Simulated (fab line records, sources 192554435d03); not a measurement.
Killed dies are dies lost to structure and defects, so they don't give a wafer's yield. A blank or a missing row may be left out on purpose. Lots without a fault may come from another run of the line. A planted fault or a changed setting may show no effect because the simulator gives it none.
fab line records | flow n5_finfet
record lots=5 wafers=15 last_day=17
route steps=1938 shown BEOL_M10@1515 BEOL_M11@1536 BEOL_M15@1830
lots that met no fault: from a run of the same line without faults
start_h: hours from the record's first day to the start of the lot's first wafer shown | wait_h: hours since the lot's step before | " the same as in the row above | L1.1+2: a row that stands for several wafers | - no value, or no start given | * or withheld: withheld | < > ~ a bound
route shown NAME@n: a module of which the file shows steps, and the number in the route of the first | usual: mean/standard deviation of fault-free wafers | same: alike in all rows | chamber/n: place in a boat | sites: the reading at each site | _std_site: their standard deviation | _edge_site: outer sites' mean less inner sites' | radius_mm: how far each site lies from the wafer's centre | mask NAME#n: copy n | behind: the tool/chamber that last shaped the wafer | hold: why the lot was held/for how many hours/how that ended | device: the transistor (n, p or np) that didn't switch | end of line: the same wafers' tests at the end of the route | a step without rows: its recipe alone | killed: dies lost to structure and defects at the first sort, not the wafer's yield | map: a wafer's dies, x killed, . not, _ none there
set.NAME: the setting as run; set.NAME@STEP: as run at that earlier step | model.NAME: the simulator's own value behind a step, which no gauge read
lots at some steps of the route; a table a step, a row a wafer
services: from which hour (start_h, from the record's first day; less than 0 if before it) a tool's chamber was out of use, for how many hours, and why
## steps
# step N5_BEOL_M10_OCD_MEAS_38
# usual trench_depth_nm=148.2/2.3
# columns lot.wafer tool chamber start_h wait_h trench_depth_nm
L393.3 ocd-01 - 252.57 - 151.8
L393.4 " - " " 145.2
L393.5 " - " " 149.3
L395.1 ocd-01 - 282.58 - 149.5
L395.2 " - " " 145.0
L395.6 " - " " 152.4
L401.1 ocd-02 - 309.41 - 148.4
L401.2 " - " " 147.2
L401.6 " - " " 147.7
L404.3 ocd-01 - 334.78 - 147.8
L404.4 " - " " 150.0
L404.6 " - " " 148.5
L409.3 ocd-02 - 355.85 - 150.3
L409.4 " - " " 149.7
L409.5 " - " " 143.8
# step N5_BEOL_M10_HM_STRIP_39
# recipe chemistry=peroxide_tin_strip material=TiN target_depth_a=250 temp_c=50 time_s=158
# step N5_BEOL_M10_SRD_40
# recipe time_s=30 temp_c=23 rinse_liquid=diw dry=ipa_marangoni
# step N5_BEOL_M10_PRECLEAN_42
# recipe chemistry=residue_remover time_s=60 temp_c=40
# step N5_BEOL_M10_SRD_43
# recipe time_s=30 temp_c=23 rinse_liquid=diw dry=ipa_marangoni
# step N5_BEOL_M10_CD_MEAS_35
# recipe target_cd_nm=70 polarity=opening
# usual cd_nm=69.8/0.45
# columns lot.wafer tool chamber start_h wait_h cd_nm
L393.3 cd_sem-03 - 252.72 0.0 69.2
L393.4 " - " " 69.8
L393.5 " - " " 69.7
L395.1 cd_sem-01 - 282.73 0.0 70.4
L395.2 " - " " 69.5
L395.6 " - " " 69.9
L401.1 cd_sem-02 - 309.56 0.0 69.7
L401.2 " - " " 69.8
L401.6 " - " " 69.8
L404.3 cd_sem-02 - 334.93 0.0 70.6
L404.4 " - " " 70.2
L404.6 " - " " 69.8
L409.3 cd_sem-01 - 356.08 0.0 69.4
L409.4 " - " " 69.9
L409.5 " - " " 70.2
# step N5_BEOL_M10_CURE_72
# recipe temp_c=370 time_s=120 ambient=DMADMS/He material=SiCOH_lowk
# step N5_BEOL_M10_DEGAS_44
# recipe ambient=vacuum temp_c=250 time_s=60
# step N5_BEOL_M10_PRE_CLEAN_45
# recipe gas=H2/He time_s=30 temp_c=250
# step N5_BEOL_M10_ALD_74
# recipe material=TaN target_thk_a=20 temp_c=275 ald_precursor_family=PDMAT ald_co_reactant=NH3 pressure_torr=3 carrier_flow_sccm=1500 pulse_time_s=2 purge_time_s=3 co_reactant_purge_time_s=2 co_reactant_pulse_time_s=3 ald_cycles=40 precursor_vessel_temp_c=75 precursor_vessel_pressure_torr=26.25 precursor_vessel_carrier_sccm=1000
# step N5_BEOL_M10_SURFACE_TREAT_76
# recipe gas=Ar time_s=* ion_energy_ev=* ion_current_ma_cm2=0.5 pressure_mtorr=* ar_flow_sccm=30
# usual ar_flow_sccm=30.01/0.099 throttle_valve_pct=*
# columns lot.wafer tool chamber start_h wait_h ar_flow_sccm throttle_valve_pct
L393.3 pvd_sputter-01 - 253.60 0.2 30.17 *
L393.4 " - " " 30.01 *
L393.5 " - " " 30.15 *
L395.1 pvd_sputter-03 - 284.55 1.2 29.88 *
L395.2 " - " " 29.89 *
L395.6 " - " " 29.94 *
L401.1 pvd_sputter-03 - 310.73 0.3 29.88 *
L401.2 " - " " 29.96 *
L401.6 " - " " 30.05 *
L404.3 pvd_sputter-03 - 335.83 0.2 30.02 *
L404.4 " - " " 29.94 *
L404.6 " - " " 30.00 *
L409.3 pvd_sputter-03 - 357.09 0.2 30.06 *
L409.4 " - " " 29.99 *
L409.5 " - " " 30.02 *
# step N5_BEOL_M10_CVD_75
# recipe material=Co target_thk_a=20 temp_c=withheld precursor=CCTBA/H2 pressure_torr=30 time_s=138.9
# step N5_BEOL_M10_SPUTTER_48
# recipe material=Cu target_thk_a=120 temp_c=-20 bias_v=60 power_w=26000 chamber_pressure_pa=0.13 time_s=2
# usual throttle_valve_pct=29.7/1
# columns lot.wafer tool chamber start_h wait_h throttle_valve_pct
L393.3 pvd_sputter-02 - 255.36 1.4 28.3
L393.4 " - " " 30.5
L393.5 " - " " 28.7
L395.1 pvd_sputter-03 - 284.75 0.1 28.0
L395.2 " - " " 31.2
L395.6 " - " " 29.0
L401.1 pvd_sputter-03 - 311.01 0.2 31.2
L401.2 " - " " 30.0
L401.6 " - " " 29.5
L404.3 pvd_sputter-01 - 336.01 0.1 30.1
L404.4 " - " " 28.7
L404.6 " - " " 28.8
L409.3 pvd_sputter-02 - 357.57 0.2 28.8
L409.4 " - " " 28.5
L409.5 " - " " 28.5
# step N5_BEOL_M10_ECD_50
# recipe material=Cu target_thk_a=3180
# step N5_BEOL_M10_ANNEAL_51
# recipe temp_c=225 time_s=90 ambient=N2
# step N5_BEOL_M10_CMP_52
# recipe stop_on=SiCOH_lowk t_overpolish_s=7 down_force_psi=1 platen_rpm=50 clearing_platen_down_force_psi=1.5 clearing_platen_rpm=50 post_cmp_clean=cu_alkaline target_thk_nm=140 clearing_platen_pad_velocity_m_s=0.99484 pad_velocity_m_s=0.99484
# step N5_BEOL_M10_PRE_CLEAN_55
# recipe gas=NH3 time_s=15 temp_c=withheld rf_power_w=300
# step N5_BEOL_M10_DEP_56
# recipe material=SiCN target_thk_a=150 temp_c=withheld precursor=3MS/NH3 pressure_torr=3 rf_w=202 time_s=26.5
# usual showerhead_plenum_p_Torr=3.665/0.011 throttle_valve_pct=9.0/0.41
# columns lot.wafer tool chamber start_h wait_h showerhead_plenum_p_Torr throttle_valve_pct
L393.3 pecvd-02 1 256.32 0.0 3.672 9.3
L393.4 " 0 " " 3.649 9.7
L393.5 " 2 " " 3.662 8.2
L395.1 pecvd-01 1 285.63 0.0 3.667 8.9
L395.2 " 2 " " 3.673 9.1
L395.6 " 0 " " 3.670 9.0
L401.1 pecvd-01 0 312.17 0.0 3.663 8.8
L401.2 " 2 " " 3.672 8.9
L401.6 " 2 " " 3.684 8.7
L404.3 pecvd-01 2 337.07 0.0 3.673 8.8
L404.4 " 2 " " 3.686 9.0
L404.6 " 1 " " 3.671 8.9
L409.3 pecvd-04 0 358.46 0.0 3.662 8.9
L409.4 " 2 " " 3.661 8.8
L409.5 " 0 " " 3.658 8.9
# step N5_BEOL_M10_RS_MEAS_57
# recipe thk_meas_gauge=four-point-probe reads=Cu_of_BEOL_M10_ECD_50+Co_of_BEOL_M10_CVD_75+TaN_of_BEOL_M10_ALD_74
# usual M10_RS=0.1512/0.003
# columns lot.wafer tool chamber start_h wait_h M10_RS[ohm/sq]
L393.3 film_metro-02 - 256.39 0.1 0.1465
L393.4 " - " " 0.1534
L393.5 " - " " 0.1487
L395.1 film_metro-02 - 285.71 0.1 0.1493
L395.2 " - " " 0.1549
L395.6 " - " " 0.1456
L401.1 film_metro-01 - 312.24 0.1 0.1517
L401.2 " - " " 0.1533
L401.6 " - " " 0.1536
L404.3 film_metro-01 - 337.15 0.1 0.1516
L404.4 " - " " 0.1478
L404.6 " - " " 0.1503
L409.3 film_metro-01 - 358.53 0.1 0.1495
L409.4 " - " " 0.1503
L409.5 " - " " 0.1548
# step N5_BEOL_M11_ILD_DEP_00
# recipe material=SiCOH_lowk target_thk_a=3085.1 temp_c=300 precursor=DEMS/porogen pressure_torr=5 rf_w=500 time_s=58
# usual heater_power_w=286/34 showerhead_plenum_p_Torr=5.733/0.017 throttle_valve_pct=13.8/0.71
# columns lot.wafer tool chamber start_h wait_h heater_power_w showerhead_plenum_p_Torr throttle_valve_pct
L393.3 pecvd-03 1 256.45 0.0 232 5.753 13.2
L393.4 " 2 " " 349 5.736 13.3
L393.5 " 0 " " 306 5.734 13.3
L395.1 pecvd-02 0 285.77 0.0 250 5.696 14.9
L395.2 " 1 " " 307 5.753 14.2
L395.6 " 0 " " 276 5.706 14.6
L401.1 pecvd-03 1 312.30 0.0 195 5.729 13.5
L401.2 " 0 " " 311 5.733 13.5
L401.6 " 1 " " 224 5.728 13.2
L404.3 pecvd-02 2 337.21 0.0 281 5.757 12.9
L404.4 " 2 " " 297 5.741 12.8
L404.6 " 1 " " 287 5.762 14.3
L409.3 pecvd-03 2 358.60 0.0 275 5.729 13.6
L409.4 " 1 " " 250 5.731 13.3
L409.5 " 2 " " 289 5.714 13.3
# step N5_BEOL_M11_CURE_71
# recipe temp_c=385 time_s=240 ambient=He/Ar material=SiCOH_lowk
# usual lamp_power_pct=52.31/0.056 wafer_temp_C_max=386.7/0.57
# columns lot.wafer tool chamber start_h wait_h lamp_power_pct wafer_temp_C_max
L393.3 uv_cure-01 0 256.69 0.2 52.31 385.7
L393.4 " 0 " " 52.29 386.1
L393.5 " 0 " " 52.38 386.6
L395.1 uv_cure-03 2 285.85 0.0 52.34 387.4
L395.2 " 2 " " 52.28 387.6
L395.6 " 2 " " 52.30 387.5
L401.1 uv_cure-01 0 312.41 0.1 52.38 386.3
L401.2 " 0 " " 52.27 385.8
L401.6 " 0 " " 52.25 386.4
L404.3 uv_cure-02 0 337.77 0.5 52.36 386.2
L404.4 " 0 " " 52.22 386.3
L404.6 " 0 " " 52.28 386.3
L409.3 uv_cure-02 1 358.83 0.2 52.33 386.5
L409.4 " 1 " " 52.30 387.6
L409.5 " 1 " " 52.21 386.6
# step N5_BEOL_M11_THK_MEAS_01
# recipe reads=SiCOH_lowk_of_BEOL_M11_ILD_DEP_00
# usual M11_ILD_THK=268/3.4
# columns lot.wafer tool chamber start_h wait_h M11_ILD_THK[nm]
L393.3 film_metro-02 - 257.05 0.3 266
L393.4 " - " " 271
L393.5 " - " " 274
L395.1 film_metro-01 - 286.36 0.4 265
L395.2 " - " " 264
L395.6 " - " " 266
L401.1 film_metro-02 - 312.92 0.4 264
L401.2 " - " " 268
L401.6 " - " " 270
L404.3 film_metro-02 - 338.13 0.3 265
L404.4 " - " " 269
L404.6 " - " " 268
L409.3 film_metro-01 - 359.19 0.3 268
L409.4 " - " " 272
L409.5 " - " " 275
# step N5_BEOL_M11_PECVD_70
# recipe material=SiO2 target_thk_a=200 temp_c=400 precursor=TEOS/O2 pressure_torr=5.5 rf_w=450 teos_flow_sccm=53.8 gas=O2 flow_sccm=3000 time_s=22.7
# step N5_BEOL_M11_HM_DEP_02
# recipe material=TiN target_thk_a=200 temp_c=25 chamber_pressure_pa=0.49996
# step N5_BEOL_M11_COAT_59
# recipe resist=SOC temp_c=250 time_s=60 spin_rpm=1500 resist_thk_nm=100
# step N5_BEOL_M11_COAT_60
# recipe resist=SiARC temp_c=220 time_s=60 spin_rpm=1500 resist_thk_nm=30
# step N5_BEOL_M11_COAT_05
# recipe resist=CAR-ArF spin_rpm=1500 resist_thk_nm=90
# step N5_BEOL_M11_EBR_07
# recipe solvent=PGMEA ebr_width_mm=1.5
# step N5_BEOL_M11_SOFTBAKE_06
# recipe temp_c=110 time_s=60 resist=CAR-ArF
# step N5_BEOL_M11_EXPOSE_08
# recipe mask_id=M11 na=1.35 source_shape=dipole sigma_inner=0.411 sigma_outer=0.611 polarization=te dose_mj=53.75
# step N5_BEOL_M11_PEB_09
# recipe peb_temp_c=withheld peb_time_s=60 resist=CAR-ArF
# step N5_BEOL_M11_DEVELOP_10
# recipe develop_time_s=30 developer=TMAH resist=CAR-ArF rinse_liquid=diw dry=air_spin dev_temp_c=23
# step N5_BEOL_M11_CD_MEAS_11
# recipe target_cd_nm=64.1 landing_energy_ev=500 detector=se_inlens polarity=opening
# usual cd_nm=64.1/0.53
# columns lot.wafer tool chamber start_h wait_h cd_nm
L393.3 cd_sem-01 0 259.02 - 64.2
L393.4 " 0 " " 64.1
L393.5 " 0 " " 64.2
L395.1 cd_sem-03 0 287.07 - 63.7
L395.2 " 0 " " 63.9
L395.6 " 0 " " 63.8
L401.1 cd_sem-01 0 313.88 - 64.3
L401.2 " 0 " " 65.0
L401.6 " 0 " " 64.1
L404.3 cd_sem-01 0 338.83 - 63.5
L404.4 " 0 " " 64.0
L404.6 " 0 " " 63.5
L409.3 cd_sem-03 0 361.88 - 63.8
L409.4 " 0 " " 64.7
L409.5 " 0 " " 63.8
# step N5_BEOL_M11_OVL_MEAS_12
# recipe points_per_wafer=44
# usual M11_OVL=0.0/0.78
# columns lot.wafer tool chamber start_h wait_h M11_OVL[nm]
L393.3 overlay-01 0 259.05 0.0 -0.6
L393.4 " 0 " " -0.4
L393.5 " 0 " " -0.1
L395.1 overlay-02 0 287.10 0.0 -1.6
L395.2 " 0 " " -1.4
L395.6 " 0 " " 1.1
L401.1 overlay-02 0 313.91 0.0 0.9
L401.2 " 0 " " -1.4
L401.6 " 0 " " 0.2
L404.3 overlay-01 0 338.86 0.0 0.3
L404.4 " 0 " " -1.0
L404.6 " 0 " " -1.8
L409.3 overlay-02 0 361.91 0.0 0.7
L409.4 " 0 " " 0.0
L409.5 " 0 " " -0.3
# step N5_BEOL_M11_DESCUM_16
# recipe chemistry=O2 time_s=7.9 source_power_w=50 bias_power_w=20 pressure_mtorr=20 rf_frequency_hz=2.712e+07 temp_c=40 resist=CAR-ArF o2_flow_sccm=225
# step N5_BEOL_M11_ETCH_61
# recipe chemistry=CF4 target=SiARC target_depth_a=390 mask_material=CAR-ArF time_s=65 ion_energy_ev=80 pressure_mtorr=40 source_w=545 bias_w=36 Ar_flow_sccm=100 cf4_flow_sccm=100 ends=cleared
# usual cf4_flow_sccm=100.03/0.28 chamber_pressure_mTorr=40.00/0.034 drypump_motor_current_A=5.8/0.5 etch_rf_on_time_s=64.9/1 oes_product_au=0.68/0.065 rf_vpp_V=183.9/1.3 showerhead_plenum_p_Torr=2.14/0.074 throttle_valve_pct=15.63/0.24
# columns lot.wafer tool chamber start_h wait_h cf4_flow_sccm chamber_pressure_mTorr drypump_motor_current_A etch_rf_on_time_s oes_product_au rf_hours_counter_h rf_vpp_V showerhead_plenum_p_Torr throttle_valve_pct
L393.3 rie_diel-02 3 259.16 0.0 99.80 39.97 6.6 63.9 0.76 35 185.4 2.18 15.28
L393.4 " 1 " " 99.78 39.98 5.6 66.6 0.62 186 185.7 2.21 15.72
L393.5 " 3 " " 99.70 39.99 6.6 63.5 0.76 - 185.8 2.18 15.27
L395.1 rie_diel-02 1 287.21 0.0 100.09 40.06 5.6 65.3 0.62 195 183.5 2.21 15.74
L395.2 " 3 " " 100.20 39.96 6.6 63.5 0.74 44 184.4 2.17 15.30
L395.6 " 1 " " 99.73 40.03 5.6 65.1 0.62 - 184.1 2.21 15.74
L401.1 rie_diel-05 1 315.27 0.0 99.90 40.02 5.8 65.1 0.62 220 185.4 2.21 15.84
L401.2 " 2 " " 99.77 40.02 5.4 64.7 0.61 221 181.6 2.12 16.02
L401.6 " 1 " " 100.08 40.00 5.8 65.4 0.61 - 185.7 2.21 15.86
L404.3 rie_diel-02 0 339.11 0.0 100.22 40.06 5.1 64.0 0.72 67 185.4 2.26 15.85
L404.4 " 3 " " 99.47 40.00 6.6 63.9 0.72 63 183.6 2.17 15.34
L404.6 " 2 " " 100.33 39.94 5.0 66.3 0.65 - 183.9 2.06 15.55
L409.3 rie_diel-05 0 362.00 0.0 99.98 39.97 5.6 63.8 0.74 56 185.7 2.09 15.25
L409.4 " 1 " " 100.52 39.95 5.8 65.6 0.60 235 184.9 2.20 15.87
L409.5 " 1 " " 100.20 40.01 5.8 66.2 0.60 - 184.4 2.20 15.89
# step N5_BEOL_M11_ETCH_62
# recipe chemistry=N2/H2 target=SOC target_depth_a=1100 overetch_a=220 mask_material=SiARC temp_c=40 time_s=165 ion_energy_ev=200 pressure_mtorr=30 source_w=840 bias_w=150 n2_flow_sccm=200 h2_flow_sccm=200
# step N5_BEOL_M11_STRIP_68
# recipe chemistry=N2/H2 temp_c=40 n2_flow_sccm=200 h2_flow_sccm=200 rf_frequency_hz=6e+07
# step N5_BEOL_M11_STRIP_67
# recipe chemistry=CF4 resist=SiARC power_w=300 bias_power_w=75 pressure_mtorr=50 cf4_flow_sccm=150 rf_frequency_hz=6e+07
# step N5_BEOL_M15_RC_MEAS_101
# usual COMB_M10=1.47e-11/2.9e-12 COMB_M11=1.48e-11/2.9e-12 COMB_M12=6.6e-12/1.3e-12 COMB_M13=5.4e-12/1.3e-12 COMB_M14=4.1e-12/8e-13 COMB_M15=2.9e-12/7e-13 COMB_M5=3.6e-11/7.9e-12 COMB_M6=2.6e-11/6.4e-12 COMB_M7=2.6e-11/5.1e-12 COMB_M8=2.6e-11/5.1e-12 COMB_M9=1.5e-11/3.2e-12 SERP_M10=3.08/0.077 SERP_M10_max_site=3.17/0.073 SERP_M11=3.08/0.077 SERP_M12=0.639/0.014 SERP_M13=0.309/0.0055 SERP_M14=0.162/0.0031 SERP_M5=38.9/1.3 SERP_M6=13.8/0.46 SERP_M7=13.9/0.5 SERP_M8=13.8/0.51 SERP_M9=3.07/0.085
# columns lot.wafer tool chamber start_h wait_h COMB_M10[S/m] COMB_M11[S/m] COMB_M12[S/m] COMB_M13[S/m] COMB_M14[S/m] COMB_M15[S/m] COMB_M5[S/m] COMB_M6[S/m] COMB_M7[S/m] COMB_M8[S/m] COMB_M9[S/m] SERP_M10[ohm/um] SERP_M10_max_site[ohm/um] SERP_M11[ohm/um] SERP_M12[ohm/um] SERP_M13[ohm/um] SERP_M14[ohm/um] SERP_M5[ohm/um] SERP_M6[ohm/um] SERP_M7[ohm/um] SERP_M8[ohm/um] SERP_M9[ohm/um]
L393.3 prober-02 0 290.40 0.3 1.38e-11 1.55e-11 6.9e-12 4.9e-12 3.7e-12 3.1e-12 3.5e-11 4.4e-11 1.8e-11 2.5e-11 2e-11 3.02 3.11 2.95 0.621 0.310 0.164 39.1 13.6 12.8 14.7 2.98
L393.4 " 0 " " 1.23e-11 1.52e-11 6.2e-12 6.1e-12 4.2e-12 3e-12 3.3e-11 2.2e-11 2.3e-11 1.9e-11 2.9e-11 3.12 3.21 3.09 0.638 0.320 0.165 39.0 13.0 13.5 14.1 2.97
L393.5 " 0 " " 1.45e-11 1.65e-11 7.7e-12 4.1e-12 3.9e-12 2.4e-12 5e-11 3.3e-11 2.7e-11 3.2e-11 2.6e-11 3.01 3.11 3.10 0.625 0.323 0.166 39.8 14.0 13.4 13.7 2.90
L395.1 prober-01 0 320.46 0.0 1.14e-11 1.54e-11 5e-12 6.4e-12 3.8e-12 2.6e-12 2.8e-11 2.4e-11 2e-11 2.6e-11 1.3e-11 3.01 3.11 3.11 0.650 0.313 0.166 38.2 14.7 14.3 13.9 3.03
L395.2 " 0 " " 1.71e-11 2e-11 5.7e-12 5.4e-12 3.1e-12 2.1e-12 2.7e-11 3.4e-11 1.8e-11 2e-11 1.4e-11 3.20 3.30 3.05 0.634 0.305 0.158 38.2 13.8 14.8 14.4 3.09
L395.6 " 0 " " 1.55e-11 1.37e-11 4.9e-12 5e-12 3.4e-12 1.8e-12 2.9e-11 2.5e-11 1.8e-11 2.3e-11 1.4e-11 2.96 3.02 3.00 0.651 0.308 0.162 37.1 13.5 13.9 14.1 3.04
L401.1 prober-01 0 347.00 0.0 1.57e-11 1.26e-11 5.2e-12 3.2e-12 3.6e-12 2.2e-12 4.2e-11 2.7e-11 2.1e-11 2.5e-11 1.8e-11 ~7142.9 ~7142.9 3.06 0.650 0.313 0.163 39.1 13.7 13.0 14.6 3.16
L401.2 " 0 " " 2.41e-11 1.34e-11 5e-12 4.8e-12 4.9e-12 2.1e-12 4e-11 2.4e-11 1.7e-11 2.8e-11 1.6e-11 3.09 3.15 3.04 0.617 0.303 0.167 37.7 13.6 13.9 14.1 2.97
L401.6 " 0 " " 1.98e-11 1.61e-11 7.8e-12 2.8e-12 4.3e-12 2.8e-12 3.1e-11 2.5e-11 2.7e-11 2.3e-11 1.5e-11 3.10 3.23 3.03 0.648 0.301 0.163 36.7 14.0 12.8 13.8 2.96
L404.3 prober-02 0 368.32 0.3 1.95e-11 1.39e-11 6.5e-12 5.4e-12 4.7e-12 3.7e-12 4e-11 2.9e-11 2.1e-11 2.5e-11 1.7e-11 3.03 3.19 3.16 0.635 0.316 0.162 38.8 14.1 14.0 13.9 3.09
L404.4 " 0 " " 1.84e-11 1.68e-11 4.8e-12 4.6e-12 4.5e-12 2.6e-12 4.3e-11 2.4e-11 2.3e-11 2.6e-11 1.7e-11 2.96 3.13 3.12 0.632 0.306 0.166 36.9 13.7 14.3 13.8 3.12
L404.6 " 0 " " 1.19e-11 1.44e-11 7.2e-12 4.2e-12 3.6e-12 3.7e-12 4.3e-11 2.8e-11 1.9e-11 3.1e-11 1.8e-11 3.06 3.12 3.11 0.634 0.307 0.162 37.9 14.1 14.7 13.7 3.07
L409.3 prober-02 0 397.31 0.3 1.07e-11 1.5e-11 6.3e-12 6.8e-12 3.5e-12 2.3e-12 3.7e-11 3e-11 2.6e-11 1.7e-11 1.7e-11 3.10 3.18 3.04 0.655 0.309 0.167 37.6 13.2 14.8 13.6 3.09
L409.4 " 0 " " 1.61e-11 1.29e-11 6.1e-12 5.4e-12 4.1e-12 3.2e-12 4e-11 2.6e-11 3.3e-11 2e-11 1.7e-11 3.06 3.12 2.94 0.633 0.322 0.164 36.9 14.2 14.3 13.7 3.06
L409.5 " 0 " " 1.9e-11 2.21e-11 4.7e-12 5.4e-12 4.4e-12 3.6e-12 3.6e-11 3.3e-11 3.1e-11 2.5e-11 1.2e-11 3.14 3.18 3.01 0.648 0.317 0.164 40.5 13.0 13.9 13.8 3.05
# sites SERP_M10 radius_mm=0,75,75,75,75,140,140,140,140
L393.3 3.06 2.96 3.08 3.11 3.00 2.94 3.02 3.02 2.99
L395.1 2.97 3.01 2.98 2.97 2.97 3.11 3.06 3.06 3.04
L404.3 2.91 2.99 2.98 2.99 3.03 3.19 3.07 3.11 3.14
L409.3 2.97 3.06 3.02 3.06 3.10 3.14 3.18 3.17 3.17
## services
# columns tool chamber start_h hours kind
pecvd-01 0 233.76 9.1 repair
uv_cure-03 - 238.98 1.0 pm
pecvd-02 1 242.54 2.1 repair
uv_cure-01 - 245.56 5.9 repair
uv_cure-03 - 251.75 7.5 pm
pecvd-03 - 263.84 1.6 repair
pecvd-02 - 266.62 1.8 repair
rie_diel-05 3 298.23 8.0 repair
pecvd-02 2 307.08 5.5 scheduled_down
pecvd-03 - 307.52 3.1 repair
pecvd-02 1 314.62 - calibration
pecvd-01 - 316.10 14.6 pm
rie_diel-02 0 316.48 3.8 repair
uv_cure-01 - 323.47 2.1 pm
pecvd-02 2 325.63 3.6 repair
uv_cure-02 - 326.17 7.5 pm
uv_cure-01 - 326.96 24.9 pm
rie_diel-02 0 333.06 3.4 repair
pecvd-04 - 335.62 0.3 repair
pvd_sputter-03 - 340.21 4.5 repair
pecvd-03 - 350.19 1.3 repair
rie_diel-02 2 359.03 13.7 repair
pecvd-04 0 361.84 16.5 scheduled_down
## key
first_sign step=N5_BEOL_M15_RC_MEAS_101 reading=SERP_M10 direction=up sigmas=99+ usual=3.08 struck=~7142.9
effect step=N5_BEOL_M15_RC_MEAS_101 reading=SERP_M10_max_site direction=up sigmas=99+ usual=3.17 struck=~7142.9
met_at N5_BEOL_M10_SPUTTER_48
struck_wafers L401.1
sort_left_out L401.1
onset_between 284.75 311.01
fault kind=process_parameter_drift tool=pvd_sputter-03 chamber=- onset_h=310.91 steps=N5_BEOL_M10_SPUTTER_48 channel=time_s offset=* shape=step end_h=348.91 scope=struck_wafers_only acts_in=* stated=*
# sort_left_out: the simulated sort isn't trusted on such a fault, so these wafers' sort isn't shown, and their yield isn't known
